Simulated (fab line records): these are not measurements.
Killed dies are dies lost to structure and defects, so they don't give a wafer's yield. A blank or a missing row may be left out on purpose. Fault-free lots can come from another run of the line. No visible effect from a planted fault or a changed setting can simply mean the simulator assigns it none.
fab line records || flow n5Finfet
record: {"lots": 4, "wafers": 12, "lastDay": 17}
route steps=1938 shown STI_FIN_REVEAL@209 DUMMY_GATE@212 SPACER0@261 SD_EPI_N@272 BEOL_M4@1111 PASSIVATION@1936
lots that met no fault: from a run of the same line without faults
startH: start of the lot's first displayed wafer, in hours after the record's first day || waitH: hours from the lot's prior step to this one || " repeats the value in the row above || L1.1+2: several wafers, shown together as one row || - value missing, or start not given || * or withheld: withheld || < > ~ a bound
route shown NAME@n: a module of which the file shows steps, and the number in the route of the first || usual: average and standard deviation across the fault-free wafers || same: alike in all rows || chamber/n: place in a boat || sites: per-site readings || _std_site: the values' standard deviation || _edge_site: outer sites' mean less inner sites' || radiusMm: for every site, how far away it sits from the centre of the wafer || mask NAME#n: copy n || behind: the tool/chamber that last shaped the wafer || hold: cause of the lot's hold/its duration in hours/its outcome || device: names the non-switching transistor (n, p or np) || end of line: the route-end tests of the same wafers || for a step that has no rows: nothing shown but its recipe || killed: at the first sort, the dies lost to defects and structure; wafer yield is something else || map: shows each die of a wafer: x if killed, . if not, _ if none is there
set.NAME: the setting the step ran with; set.NAME@STEP: the setting that earlier step ran with || model.NAME: the simulator's own value behind a step, which no gauge read
a table for each step, a row for each wafer; lots at some steps of the route
== steps ==
step: N5_STI_FIN_REVEAL_PRECLEAN_18
recipe: {"chemistry": "SC2", "timeS": 45, "tempC": 35, "mix": "1:1:50"}
step: N5_STI_FIN_REVEAL_SRD_28
recipe: {"dry": "ipaMarangoni", "timeS": 30, "tempC": 23, "rinseLiquid": "diw"}
step: N5_DUMMY_GATE_PRECLEAN_00
recipe: {"chemistry": "O3/DIW", "timeS": 60, "tempC": 22, "o3Ppm": 10}
step: N5_DUMMY_GATE_SRD_01
recipe: {"timeS": 30, "tempC": 23, "rinseLiquid": "diw", "dry": "ipaMarangoni"}
step: N5_DUMMY_GATE_ALD_02
recipe: {"material": "SiO2", "targetThkA": 20, "tempC": 300, "aldPrecursorFamily": "BDEAS", "aldCoReactant": "O2-plasma", "pulseTimeS": 1, "pressureTorr": 2}
step: N5_DUMMY_GATE_CVD_03
recipe: {"material": "a-Si", "targetThkA": 1500, "tempC": 530, "precursor": "SiH4", "timeS": 8042}
step: N5_DUMMY_GATE_PRECLEAN_46
recipe: {"chemistry": "DIW", "timeS": 89.5, "tempC": 23}
step: N5_DUMMY_GATE_SRD_47
recipe: {"dryTimeS": 32, "dry": "n2Spin", "spinRpm": 1500}
step: N5_DUMMY_GATE_CMP_04
recipe: {"material": "a-Si", "postCmpClean": "alkalineBrush"}
step: N5_DUMMY_GATE_HM_DEP_06
recipe: {"material": "SiNx", "targetThkA": 800, "precursor": "DCS/NH3", "tempC": 700, "pressureMtorr": 300, "timeS": 5141}
usual: {"spikeTcTopC": "715.3/2.6"}
{"lot.wafer": "L247.3", "tool": "lpcvd-01", "chamber": "1/100", "startH": 53.60, "waitH": 0.0, "spikeTcTopC": 714.1}
{"lot.wafer": "L247.4", "tool": "lpcvd-01", "chamber": "1/104", "startH": 53.60, "waitH": 0.0, "spikeTcTopC": 714.1}
{"lot.wafer": "L247.6", "tool": "lpcvd-01", "chamber": "1/114", "startH": 53.60, "waitH": 0.0, "spikeTcTopC": 714.1}
{"lot.wafer": "L252.1", "tool": "lpcvd-01", "chamber": "0/40", "startH": 84.72, "waitH": 0.0, "spikeTcTopC": 716.8}
{"lot.wafer": "L252.3", "tool": "lpcvd-01", "chamber": "0/50", "startH": 84.72, "waitH": 0.0, "spikeTcTopC": 716.8}
{"lot.wafer": "L252.4", "tool": "lpcvd-01", "chamber": "0/54", "startH": 84.72, "waitH": 0.0, "spikeTcTopC": 716.8}
{"lot.wafer": "L253.2", "tool": "lpcvd-01", "chamber": "1/45", "startH": 89.78, "waitH": 0.0, "spikeTcTopC": 714.2}
{"lot.wafer": "L253.3", "tool": "lpcvd-01", "chamber": "1/50", "startH": 89.78, "waitH": 0.0, "spikeTcTopC": 714.2}
{"lot.wafer": "L253.4", "tool": "lpcvd-01", "chamber": "1/54", "startH": 89.78, "waitH": 0.0, "spikeTcTopC": 714.2}
{"lot.wafer": "L264.1", "tool": "lpcvd-02", "chamber": "1/90", "startH": 156.27, "waitH": 0.0, "spikeTcTopC": 721.5}
{"lot.wafer": "L264.3", "tool": "lpcvd-02", "chamber": "1/100", "startH": 156.27, "waitH": 0.0, "spikeTcTopC": 721.5}
{"lot.wafer": "L264.6", "tool": "lpcvd-02", "chamber": "1/114", "startH": 156.27, "waitH": 0.0, "spikeTcTopC": 721.5}
step: N5_DUMMY_GATE_PECVD_30
recipe: {"material": "SiO2", "targetThkA": 550, "tempC": 400, "precursor": "TEOS/O2", "pressureTorr": 6.5, "rfW": "withheld", "teosFlowSccm": "withheld", "gas": "O2", "flowSccm": 2650, "timeS": 10.8}
step: N5_DUMMY_GATE_COAT_34
recipe: {"resist": "SOC", "tempC": 250, "timeS": 60, "spinRpm": 1500, "resistThkNm": 60}
step: N5_DUMMY_GATE_COAT_35
recipe: {"resist": "SiARC", "tempC": 220, "timeS": 60, "spinRpm": 1500, "resistThkNm": 10}
step: N5_DUMMY_GATE_COAT_28
recipe: {"resist": "underlayer", "tempC": 205, "timeS": 60, "spinRpm": 1500, "resistThkNm": 10}
step: N5_DUMMY_GATE_COAT_09
recipe: {"resist": "CAR-EUV", "spinRpm": 1500, "resistThkNm": 30}
step: N5_DUMMY_GATE_EBR_11
recipe: {"solvent": "PGMEA", "ebrWidthMm": 1.5}
step: N5_DUMMY_GATE_SOFTBAKE_10
recipe: {"tempC": 110, "timeS": 60, "resist": "CAR-EUV"}
step: N5_DUMMY_GATE_EXPOSE_12
recipe: {"maskId": "GATE", "na": 0.33, "sourceShape": "annular", "sigmaInner": 0.2, "sigmaOuter": 0.6, "polarization": "unpolarized", "targetCdNm": 25, "doseMj": 34}
step: N5_DUMMY_GATE_PEB_13
recipe: {"pebTempC": 100, "pebTimeS": 60, "resist": "CAR-EUV"}
step: N5_DUMMY_GATE_DEVELOP_14
recipe: {"developTimeS": 30, "developer": "TMAH", "resist": "CAR-EUV", "rinseLiquid": "surfactantRinse", "dry": "airSpin", "devTempC": 23}
step: N5_DUMMY_GATE_INSPECT_17
recipe: {"mode": "adi", "inspectInstrument": "brightfield"}
usual: {"rawDefectCount": "172/42"}
{"lot.wafer": "L247.3", "tool": "defectInspect-01", "chamber": "-", "startH": 58.10, "waitH": 0.0, "rawDefectCount": 153}
{"lot.wafer": "L247.4", "tool": "defectInspect-01", "chamber": "-", "startH": 58.10, "waitH": 0.0, "rawDefectCount": 142}
{"lot.wafer": "L247.6", "tool": "defectInspect-01", "chamber": "-", "startH": 58.10, "waitH": 0.0, "rawDefectCount": 130}
{"lot.wafer": "L252.1", "tool": "defectInspect-02", "chamber": "-", "startH": 89.09, "waitH": 0.1, "rawDefectCount": 1096}
{"lot.wafer": "L252.3", "tool": "defectInspect-02", "chamber": "-", "startH": 89.09, "waitH": 0.1, "rawDefectCount": 1065}
{"lot.wafer": "L252.4", "tool": "defectInspect-02", "chamber": "-", "startH": 89.09, "waitH": 0.1, "rawDefectCount": 1062}
{"lot.wafer": "L253.2", "tool": "defectInspect-01", "chamber": "-", "startH": 94.14, "waitH": 0.0, "rawDefectCount": 1046}
{"lot.wafer": "L253.3", "tool": "defectInspect-01", "chamber": "-", "startH": 94.14, "waitH": 0.0, "rawDefectCount": 1023}
{"lot.wafer": "L253.4", "tool": "defectInspect-01", "chamber": "-", "startH": 94.14, "waitH": 0.0, "rawDefectCount": 1031}
{"lot.wafer": "L264.1", "tool": "defectInspect-02", "chamber": "-", "startH": 160.63, "waitH": 0.1, "rawDefectCount": 214}
{"lot.wafer": "L264.3", "tool": "defectInspect-02", "chamber": "-", "startH": 160.63, "waitH": 0.1, "rawDefectCount": 261}
{"lot.wafer": "L264.6", "tool": "defectInspect-02", "chamber": "-", "startH": 160.63, "waitH": 0.1, "rawDefectCount": 188}
step: N5_DUMMY_GATE_DESCUM_20
recipe: {"chemistry": "O2", "timeS": 6.2, "sourcePowerW": 50, "biasPowerW": 20, "pressureMtorr": 20, "rfFrequencyHz": 2.712e+07, "tempC": 40, "resist": "CAR-EUV", "o2FlowSccm": 225}
step: N5_DUMMY_GATE_ETCH_29
recipe: {"chemistry": "N2/H2", "target": "underlayer", "targetDepthA": 130, "ionEnergyEv": 200, "pressureMtorr": 30, "sourceW": 840, "biasW": 150, "n2FlowSccm": 200, "h2FlowSccm": 200}
step: N5_DUMMY_GATE_ETCH_36
recipe: {"chemistry": "CF4", "target": "SiARC", "targetDepthA": 130, "pressureMtorr": 40, "sourceW": 545, "biasW": 36, "Ar_flow_sccm": 100, "cf4FlowSccm": 100, "ionEnergyEv": 80}
step: N5_DUMMY_GATE_ETCH_37
recipe: {"chemistry": "N2/H2", "target": "SOC", "targetDepthA": 600, "overetchA": 300, "tempC": 40, "ionEnergyEv": 200, "pressureMtorr": 30, "sourceW": 840, "biasW": 150, "n2FlowSccm": 200, "h2FlowSccm": 200}
step: N5_DUMMY_GATE_STRIP_38
recipe: {"chemistry": "N2/H2", "tempC": 40, "n2FlowSccm": 200, "h2FlowSccm": 200, "rfFrequencyHz": 6e+07}
step: N5_DUMMY_GATE_STRIP_39
recipe: {"chemistry": "N2/H2", "tempC": 40, "n2FlowSccm": 200, "h2FlowSccm": 200, "rfFrequencyHz": 6e+07}
step: N5_DUMMY_GATE_TRIM_49
recipe: {"chemistry": "O2", "resist": "SOC", "timeS": 29, "targetCdNm": 14, "sourcePowerW": 300, "biasPowerW": 0, "O2_flow_sccm": 100, "tempC": 20}
step: N5_DUMMY_GATE_STRIP_40
recipe: {"chemistry": "CF4", "resist": "SiARC", "powerW": 300, "biasPowerW": 75, "pressureMtorr": 50, "cf4FlowSccm": 150, "rfFrequencyHz": 6e+07}
step: N5_DUMMY_GATE_ETCH_31
recipe: {"chemistry": "C4F6/O2", "target": "SiO2", "maskMaterial": "SOC", "targetDepthA": 825, "timeS": 27.5, "ionEnergyEv": 250, "pressureMtorr": 30, "sourceW": 345, "biasW": 185, "Ar_flow_sccm": 300, "C4F6_flow_sccm": 10, "O2_flow_sccm": 10}
step: N5_DUMMY_GATE_STRIP_41
recipe: {"chemistry": "O2", "powerW": 400, "tempC": 40, "pressureMtorr": 30, "rfFrequencyHz": 6e+07, "biasPowerW": 0, "overashFraction": 0.3, "o2FlowSccm": 225}
step: N5_DUMMY_GATE_HM_OPEN_21
recipe: {"chemistry": "CH3F/O2", "target": "SiNx", "targetDepthA": 1200, "Ar_flow_sccm": 150, "CH3F_flow_sccm": 30, "O2_flow_sccm": 23, "timeS": 171.4, "pressureMtorr": 30, "sourceW": 395, "biasW": 73, "ionEnergyEv": 120.7}
step: N5_DUMMY_GATE_ETCH_32
recipe: {"chemistry": "CF4", "target": "SiO2", "targetDepthA": 35, "timeS": 3.9, "ionEnergyEv": 350, "pressureMtorr": 10, "icpW": 800, "biasW": 400, "cf4FlowSccm": 80}
step: N5_DUMMY_GATE_ETCH_23
recipe: {"chemistry": "HBr/Cl2/O2", "HBr_flow_sccm": 150, "Cl2_flow_sccm": 80, "O2_flow_sccm": 12, "biasW": 102, "targetDepthA": 410, "timeS": 22.3, "target": "poly-Si", "maskMaterial": "SiO2", "pressureMtorr": 10, "icpW": 800}
step: N5_DUMMY_GATE_ETCH_44
recipe: {"chemistry": "HBr/O2", "overEtchFrac": 0.7, "targetDepthA": 1275, "stopOn": "SiO2", "ionEnergyEv": 60, "biasW": 20, "target": "poly-Si", "maskMaterial": "SiO2", "pressureMtorr": 20, "icpW": 400, "HBr_flow_sccm": 120, "O2_flow_sccm": 10}
step: N5_SPACER0_INSPECT_04
recipe: {"inspectInstrument": "darkfield", "mode": "postDep"}
usual: {"rawDefectCount": "119/31"}
{"lot.wafer": "L247.3", "tool": "defectInspect-02", "chamber": "-", "startH": 59.89, "waitH": 0.1, "rawDefectCount": 110}
{"lot.wafer": "L247.4", "tool": "defectInspect-02", "chamber": "-", "startH": 59.89, "waitH": 0.1, "rawDefectCount": 108}
{"lot.wafer": "L247.6", "tool": "defectInspect-02", "chamber": "-", "startH": 59.89, "waitH": 0.1, "rawDefectCount": 84}
{"lot.wafer": "L252.1", "tool": "defectInspect-02", "chamber": "-", "startH": 92.23, "waitH": 0.1, "rawDefectCount": 1037}
{"lot.wafer": "L252.3", "tool": "defectInspect-02", "chamber": "-", "startH": 92.23, "waitH": 0.1, "rawDefectCount": 998}
{"lot.wafer": "L252.4", "tool": "defectInspect-02", "chamber": "-", "startH": 92.23, "waitH": 0.1, "rawDefectCount": 1020}
{"lot.wafer": "L253.2", "tool": "defectInspect-01", "chamber": "-", "startH": 96.07, "waitH": 0.1, "rawDefectCount": 994}
{"lot.wafer": "L253.3", "tool": "defectInspect-01", "chamber": "-", "startH": 96.07, "waitH": 0.1, "rawDefectCount": 991}
{"lot.wafer": "L253.4", "tool": "defectInspect-01", "chamber": "-", "startH": 96.07, "waitH": 0.1, "rawDefectCount": 975}
{"lot.wafer": "L264.1", "tool": "defectInspect-01", "chamber": "-", "startH": 162.80, "waitH": 0.1, "rawDefectCount": 171}
{"lot.wafer": "L264.3", "tool": "defectInspect-01", "chamber": "-", "startH": 162.80, "waitH": 0.1, "rawDefectCount": 165}
{"lot.wafer": "L264.6", "tool": "defectInspect-01", "chamber": "-", "startH": 162.80, "waitH": 0.1, "rawDefectCount": 133}
step: N5_SD_EPI_N_INSPECT_11
recipe: {"mode": "adi", "inspectInstrument": "macro"}
usual: {"rawDefectCount": "1.9/1.2"}
{"lot.wafer": "L247.3", "tool": "defectInspect-02", "chamber": "-", "startH": 60.35, "waitH": 0.0, "rawDefectCount": 3}
{"lot.wafer": "L247.4", "tool": "defectInspect-02", "chamber": "-", "startH": 60.35, "waitH": 0.0, "rawDefectCount": 3}
{"lot.wafer": "L247.6", "tool": "defectInspect-02", "chamber": "-", "startH": 60.35, "waitH": 0.0, "rawDefectCount": 2}
{"lot.wafer": "L252.1", "tool": "defectInspect-01", "chamber": "-", "startH": 92.55, "waitH": 0.0, "rawDefectCount": ">300"}
{"lot.wafer": "L252.3", "tool": "defectInspect-01", "chamber": "-", "startH": 92.55, "waitH": 0.0, "rawDefectCount": ">300"}
{"lot.wafer": "L252.4", "tool": "defectInspect-01", "chamber": "-", "startH": 92.55, "waitH": 0.0, "rawDefectCount": ">300"}
{"lot.wafer": "L253.2", "tool": "defectInspect-01", "chamber": "-", "startH": 96.54, "waitH": 0.0, "rawDefectCount": ">300"}
{"lot.wafer": "L253.3", "tool": "defectInspect-01", "chamber": "-", "startH": 96.54, "waitH": 0.0, "rawDefectCount": ">300"}
{"lot.wafer": "L253.4", "tool": "defectInspect-01", "chamber": "-", "startH": 96.54, "waitH": 0.0, "rawDefectCount": ">300"}
{"lot.wafer": "L264.1", "tool": "defectInspect-02", "chamber": "-", "startH": 163.25, "waitH": 0.0, "rawDefectCount": 0}
{"lot.wafer": "L264.3", "tool": "defectInspect-02", "chamber": "-", "startH": 163.25, "waitH": 0.0, "rawDefectCount": 3}
{"lot.wafer": "L264.6", "tool": "defectInspect-02", "chamber": "-", "startH": 163.25, "waitH": 0.0, "rawDefectCount": 3}
step: N5_BEOL_M4_RC_MEAS_101
usual: {"DIBL_N": "36.3/1.8", "DIBL_P": "36.5/2.1", "IOFF_N": "0.16/0.031", "IOFF_P": "0.22/0.038", "ION_N": "677/12", "ION_P": "466/7.8", "SS_N": "71.5/0.61", "SS_P": "73.2/0.7", "VT_N": "249/3", "VT_P": "-248.9/3"}
{"lot.wafer": "L247.3", "tool": "prober-02", "chamber": 0, "startH": 200.55, "waitH": 0.3, "DIBL_N[mV/V]": 36.8, "DIBL_P[mV/V]": 36.6, "IOFF_N[nA/um]": 0.17, "IOFF_P[nA/um]": 0.21, "ION_N[uA/um]": 687, "ION_P[uA/um]": 467, "SS_N[mV/dec]": 72.1, "SS_P[mV/dec]": 72.2, "VT_N[mV]": 249, "VT_P[mV]": -249.6}
{"lot.wafer": "L247.4", "tool": "prober-02", "chamber": 0, "startH": 200.55, "waitH": 0.3, "DIBL_N[mV/V]": 37.7, "DIBL_P[mV/V]": 38.0, "IOFF_N[nA/um]": 0.19, "IOFF_P[nA/um]": 0.23, "ION_N[uA/um]": 686, "ION_P[uA/um]": 461, "SS_N[mV/dec]": 72.6, "SS_P[mV/dec]": 72.2, "VT_N[mV]": 247, "VT_P[mV]": -247.9}
{"lot.wafer": "L247.6", "tool": "prober-02", "chamber": 0, "startH": 200.55, "waitH": 0.3, "DIBL_N[mV/V]": 35.1, "DIBL_P[mV/V]": 34.8, "IOFF_N[nA/um]": 0.15, "IOFF_P[nA/um]": 0.18, "ION_N[uA/um]": 679, "ION_P[uA/um]": 466, "SS_N[mV/dec]": 71.0, "SS_P[mV/dec]": 72.4, "VT_N[mV]": 248, "VT_P[mV]": -252.8}
{"lot.wafer": "L252.1", "tool": "prober-02", "chamber": 0, "startH": 216.87, "waitH": 0.0, "DIBL_N[mV/V]": 37.0, "DIBL_P[mV/V]": 39.4, "IOFF_N[nA/um]": 0.22, "IOFF_P[nA/um]": 0.31, "ION_N[uA/um]": 692, "ION_P[uA/um]": 484, "SS_N[mV/dec]": 71.1, "SS_P[mV/dec]": 73.6, "VT_N[mV]": 242, "VT_P[mV]": -241.3}
{"lot.wafer": "L252.3", "tool": "prober-02", "chamber": 0, "startH": 216.87, "waitH": 0.0, "DIBL_N[mV/V]": 37.5, "DIBL_P[mV/V]": 40.0, "IOFF_N[nA/um]": 0.22, "IOFF_P[nA/um]": 0.31, "ION_N[uA/um]": 707, "ION_P[uA/um]": 490, "SS_N[mV/dec]": 71.5, "SS_P[mV/dec]": 73.4, "VT_N[mV]": 241, "VT_P[mV]": -240.8}
{"lot.wafer": "L252.4", "tool": "prober-02", "chamber": 0, "startH": 216.87, "waitH": 0.0, "DIBL_N[mV/V]": 36.3, "DIBL_P[mV/V]": 38.1, "IOFF_N[nA/um]": 0.19, "IOFF_P[nA/um]": 0.28, "ION_N[uA/um]": 680, "ION_P[uA/um]": 473, "SS_N[mV/dec]": 71.8, "SS_P[mV/dec]": 73.4, "VT_N[mV]": 246, "VT_P[mV]": -241.1}
{"lot.wafer": "L253.2", "tool": "prober-02", "chamber": 0, "startH": 226.26, "waitH": 0.2, "DIBL_N[mV/V]": 36.9, "DIBL_P[mV/V]": 37.8, "IOFF_N[nA/um]": 0.15, "IOFF_P[nA/um]": 0.19, "ION_N[uA/um]": 671, "ION_P[uA/um]": 463, "SS_N[mV/dec]": 71.3, "SS_P[mV/dec]": 73.4, "VT_N[mV]": 252, "VT_P[mV]": -254.9}
{"lot.wafer": "L253.3", "tool": "prober-02", "chamber": 0, "startH": 226.26, "waitH": 0.2, "DIBL_N[mV/V]": 36.9, "DIBL_P[mV/V]": 37.2, "IOFF_N[nA/um]": 0.15, "IOFF_P[nA/um]": 0.20, "ION_N[uA/um]": 669, "ION_P[uA/um]": 459, "SS_N[mV/dec]": 71.2, "SS_P[mV/dec]": 73.2, "VT_N[mV]": 252, "VT_P[mV]": -253.2}
{"lot.wafer": "L253.4", "tool": "prober-02", "chamber": 0, "startH": 226.26, "waitH": 0.2, "DIBL_N[mV/V]": 36.4, "DIBL_P[mV/V]": 36.7, "IOFF_N[nA/um]": 0.15, "IOFF_P[nA/um]": 0.18, "ION_N[uA/um]": 677, "ION_P[uA/um]": 463, "SS_N[mV/dec]": 70.9, "SS_P[mV/dec]": 73.2, "VT_N[mV]": 249, "VT_P[mV]": -254.6}
{"lot.wafer": "L264.1", "tool": "prober-01", "chamber": 0, "startH": 284.31, "waitH": 0.0, "DIBL_N[mV/V]": 34.4, "DIBL_P[mV/V]": 34.3, "IOFF_N[nA/um]": 0.12, "IOFF_P[nA/um]": 0.17, "ION_N[uA/um]": 670, "ION_P[uA/um]": 462, "SS_N[mV/dec]": 70.5, "SS_P[mV/dec]": 73.1, "VT_N[mV]": 252, "VT_P[mV]": -252.8}
{"lot.wafer": "L264.3", "tool": "prober-01", "chamber": 0, "startH": 284.31, "waitH": 0.0, "DIBL_N[mV/V]": 35.2, "DIBL_P[mV/V]": 34.1, "IOFF_N[nA/um]": 0.13, "IOFF_P[nA/um]": 0.16, "ION_N[uA/um]": 652, "ION_P[uA/um]": 453, "SS_N[mV/dec]": 71.4, "SS_P[mV/dec]": 72.8, "VT_N[mV]": 254, "VT_P[mV]": -252.9}
{"lot.wafer": "L264.6", "tool": "prober-01", "chamber": 0, "startH": 284.31, "waitH": 0.0, "DIBL_N[mV/V]": 35.4, "DIBL_P[mV/V]": 34.5, "IOFF_N[nA/um]": 0.12, "IOFF_P[nA/um]": 0.17, "ION_N[uA/um]": 648, "ION_P[uA/um]": 450, "SS_N[mV/dec]": 72.2, "SS_P[mV/dec]": 73.5, "VT_N[mV]": 254, "VT_P[mV]": -254.7}
step: N5_PASSIVATION_PROBE_49
usual: {"defectLimitedYield": "91.2/1.5", "killed_at_M0_to_M3": "33/9.6", "killed_at_M4_up": "14/5.6", "killedAtContacts": "14/5.5", "killedAtFrontEnd": "40/13", "killedAtOther": "4/3", "killedDies": "104/17", "killedOnRim": "14/4.3", "killedOpen": "68/13", "killedShort": "33/7.2", "sort_bin_5_function": "5.2/0.95", "sort_bin_6_memory": "3.3/0.62", "sortNPass": "1076/17", "sortYieldPct": "91.2/1.5"}
same: {"grossDies": 1180, "killedAtBackSide": 0, "sort_bin_4_leakage[%]": 0, "sort_bin_8_speed[%]": 0}
{"lot.wafer": "L252.1", "tool": "prober-01", "chamber": "-", "startH": 322.49, "waitH": 0.0, "defectLimitedYield[%]": 85.9, "killed_at_M0_to_M3": 45, "killed_at_M4_up": 10, "killedAtContacts": 25, "killedAtFrontEnd": 86, "killedAtOther": 0, "killedDies": 166, "killedOnRim": 34, "killedOpen": 64, "killedShort": 40, "sort_bin_5_function[%]": 7.5, "sort_bin_6_memory[%]": 4.2, "sortNPass": 1014, "sortYieldPct[%]": 85.9}
{"lot.wafer": "L252.3", "tool": "prober-01", "chamber": "-", "startH": 322.59, "waitH": 0.1, "defectLimitedYield[%]": 87.5, "killed_at_M0_to_M3": 23, "killed_at_M4_up": 10, "killedAtContacts": 21, "killedAtFrontEnd": 91, "killedAtOther": 3, "killedDies": 148, "killedOnRim": 29, "killedOpen": 59, "killedShort": 27, "sort_bin_5_function[%]": 8.0, "sort_bin_6_memory[%]": 2.5, "sortNPass": 1032, "sortYieldPct[%]": 87.5}
{"lot.wafer": "L252.4", "tool": "prober-01", "chamber": "-", "startH": 322.64, "waitH": 0.2, "defectLimitedYield[%]": 86.3, "killed_at_M0_to_M3": 31, "killed_at_M4_up": 13, "killedAtContacts": 26, "killedAtFrontEnd": 92, "killedAtOther": 0, "killedDies": 162, "killedOnRim": 32, "killedOpen": 68, "killedShort": 30, "sort_bin_5_function[%]": 6.9, "sort_bin_6_memory[%]": 4.7, "sortNPass": 1018, "sortYieldPct[%]": 86.3}
{"lot.wafer": "L253.2", "tool": "prober-02", "chamber": "-", "startH": 331.95, "waitH": 0.1, "defectLimitedYield[%]": 85.3, "killed_at_M0_to_M3": 24, "killed_at_M4_up": 20, "killedAtContacts": 11, "killedAtFrontEnd": 117, "killedAtOther": 1, "killedDies": 173, "killedOnRim": 32, "killedOpen": 66, "killedShort": 35, "sort_bin_5_function[%]": 8.4, "sort_bin_6_memory[%]": 4.2, "sortNPass": 1007, "sortYieldPct[%]": 85.3}
{"lot.wafer": "L253.3", "tool": "prober-02", "chamber": "-", "startH": 332.00, "waitH": 0.1, "defectLimitedYield[%]": 86.4, "killed_at_M0_to_M3": 31, "killed_at_M4_up": 24, "killedAtContacts": 12, "killedAtFrontEnd": 93, "killedAtOther": 1, "killedDies": 161, "killedOnRim": 31, "killedOpen": 64, "killedShort": 29, "sort_bin_5_function[%]": 8.3, "sort_bin_6_memory[%]": 3.6, "sortNPass": 1019, "sortYieldPct[%]": 86.4}
{"lot.wafer": "L253.4", "tool": "prober-02", "chamber": "-", "startH": 332.05, "waitH": 0.2, "defectLimitedYield[%]": 86.0, "killed_at_M0_to_M3": 42, "killed_at_M4_up": 8, "killedAtContacts": 13, "killedAtFrontEnd": 102, "killedAtOther": 0, "killedDies": 165, "killedOnRim": 29, "killedOpen": 61, "killedShort": 35, "sort_bin_5_function[%]": 8.6, "sort_bin_6_memory[%]": 3.6, "sortNPass": 1015, "sortYieldPct[%]": 86.0}
killed by level:class
L252.1 DUMMY_GATE:unspecified=59 MOL_CONTACT_COAG:geometricParticle:open=17 BEOL_M0_SAQP:geometricParticle:short=12 BEOL_M2:geometricParticle:open=10 MOL_CONTACT_COAG:geometricParticle:short=8 BEOL_M0_SAQP:geometricParticle:open=8 STARTING-WAFER:geometricParticle:short=4 FIN_SAQP:geometricParticle:open=3
L252.3 DUMMY_GATE:unspecified=62 MOL_CONTACT_COAG:geometricParticle:open=18 STI_FIN_REVEAL:geometricParticle:open=7 BEOL_M3:geometricParticle:open=6 BEOL_M0_SAQP:geometricParticle:open=5 BEOL_M2:geometricParticle:open=5 FIN_SAQP:geometricParticle:short=4 GATE_CUT:geometricParticle:short=4
L252.4 DUMMY_GATE:unspecified=61 MOL_CONTACT_COAG:geometricParticle:open=18 BEOL_M2:geometricParticle:open=10 MOL_CONTACT_COAG:geometricParticle:short=8 BEOL_M4:geometricParticle:open=7 BEOL_M0_SAQP:geometricParticle:short=7 STI_FIN_REVEAL:geometricParticle:open=6 DUMMY_GATE:geometricParticle:open=5
L253.2 DUMMY_GATE:unspecified=70 FIN_SAQP:geometricParticle:short=14 MOL_CONTACT_COAG:geometricParticle:open=10 STI_FIN_REVEAL:geometricParticle:open=8 BEOL_M1:geometricParticle:open=7 GATE_CUT:geometricParticle:short=5 BEOL_M2:geometricParticle:open=5 BEOL_M5:geometricParticle:open=5
L253.3 DUMMY_GATE:unspecified=67 BEOL_M2:geometricParticle:open=14 MOL_CONTACT_COAG:geometricParticle:open=10 FIN_SAQP:geometricParticle:short=7 BEOL_M4:geometricParticle:open=7 BEOL_M4:geometricParticle:short=5 BEOL_M1:geometricParticle:open=4 BEOL_M5:geometricParticle:open=4
L253.4 DUMMY_GATE:unspecified=67 BEOL_M0_SAQP:geometricParticle:open=10 MOL_CONTACT_COAG:geometricParticle:open=8 BEOL_M0_SAQP:geometricParticle:short=8 FIN_SAQP:geometricParticle:open=6 STI_FIN_REVEAL:geometricParticle:open=6 BEOL_M2:geometricParticle:open=6 BEOL_M3:geometricParticle:open=6
map L252.1 (x killed, . not)
_________________x.x.........________________
______________..x.......x.....x._____________
___________.....................xxx__________
__________....................xxxxxx_________
________x.........x......x...x..xxxxxx_______
_______..........x...........x.x.xxxxxx______
______.................x.........xxxxxxx_____
_____................x.......x...xxxxxxxx____
____..x........x..x.x.......x....xxxxxxxxx___
___............................x.x..xxxxxxx__
___.........................x.........x.xx.__
__.xx.....x.......x.x....................x.._
__..........................x.........x....._
_x.x...................x.....x...............
_........xx.......x......x..x................
_x....x.................x....x.............x.
_............x.......x..x...x..............x.
_.......................x....x....x..xxx....x
_..............x.................x...........
_.x..............x.....x....x..............x.
_x..............x....x....x....x....x..x.....
__x..x.....x..........x.................x..._
__....x..........x........x................._
___..x...................x.......x.x..x....__
___.................x..x.......x...........__
____x...........x.......x..x..............___
_____.....xxx...............x........x...____
______..x.......................x......._____
_______................................______
________...x........x............x...._______
__________...x.xx....xx............._________
___________.................x......__________
______________.x................_____________
_________________..x..x...x..________________
map L253.2 (x killed, . not)
_________________x....x.x....________________
______________...x.............x_____________
___________..........x.x.x.....x...__________
__________..................x......._________
________...x.........................x_______
_______................x.......x...x...______
______......x..........................._____
_____.x.........x......................x.____
____.x......x.................x........x..___
___.....................................x.x__
___..............x.....x.......x........x..__
__....x..............x......................_
__......................x..x............x..._
_..............x..x.......x.....x....x.x.....
_..x....x........x..x.......xx........xx.....
_............x...............x....x....x.....
_.x...............xx....x........x...........
_.............x.................x...x........
_....x.......x.................xx........x...
_.............x....xx..........xx..x.........
_...x..x................x.........x........x.
__xx.............x......x...........x.x....._
__......x...................x..............._
___................x.....x.........x.......__
___..............x.......x..x..............__
____...............x....x........x........___
_____...................x......x..x......____
______...............x.................._____
_______...x.....x.xxxx........x........______
________......xxxxxxxxxxxxx..x........_______
__________....xxxxxxxxxxxxx..x......_________
___________.x.xxxxxxxxxxxxx...x.x..__________
______________xxxxxxxxxxxxx.x..._____________
_________________xxxxxxxxxxx.________________
== key ==
firstSign: {"step": "N5_DUMMY_GATE_INSPECT_17", "reading": "rawDefectCount", "direction": "up", "sigmas": 21, "usual": 172, "struck": 1054}
effect: {"step": "N5_SPACER0_INSPECT_04", "reading": "rawDefectCount", "direction": "up", "sigmas": 28, "usual": 119, "struck": 1002}
effect: {"step": "N5_SD_EPI_N_INSPECT_11", "reading": "rawDefectCount", "direction": "up", "sigmas": "99+", "usual": 1.9, "struck": ">300"}
effect: {"step": "N5_PASSIVATION_PROBE_49", "reading": "killedAtFrontEnd", "direction": "up", "sigmas": 4.5, "usual": 40, "struck": 97}
moreKillsBornAt: {"N5_DUMMY_GATE_HM_DEP_06@lpcvd-01": 386}
metAt N5_DUMMY_GATE_HM_DEP_06
struckWafers L252.1,L252.3,L252.4,L253.2,L253.3,L253.4
onsetBetween 53.60 84.72
fault: {"kind": "chamberParticleSource", "tool": "lpcvd-01", "chamber": "-", "onsetH": 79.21, "steps": "N5_DUMMY_GATE_HM_DEP_06", "ratePerVisitCm2": 1.3586, "endH": 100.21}
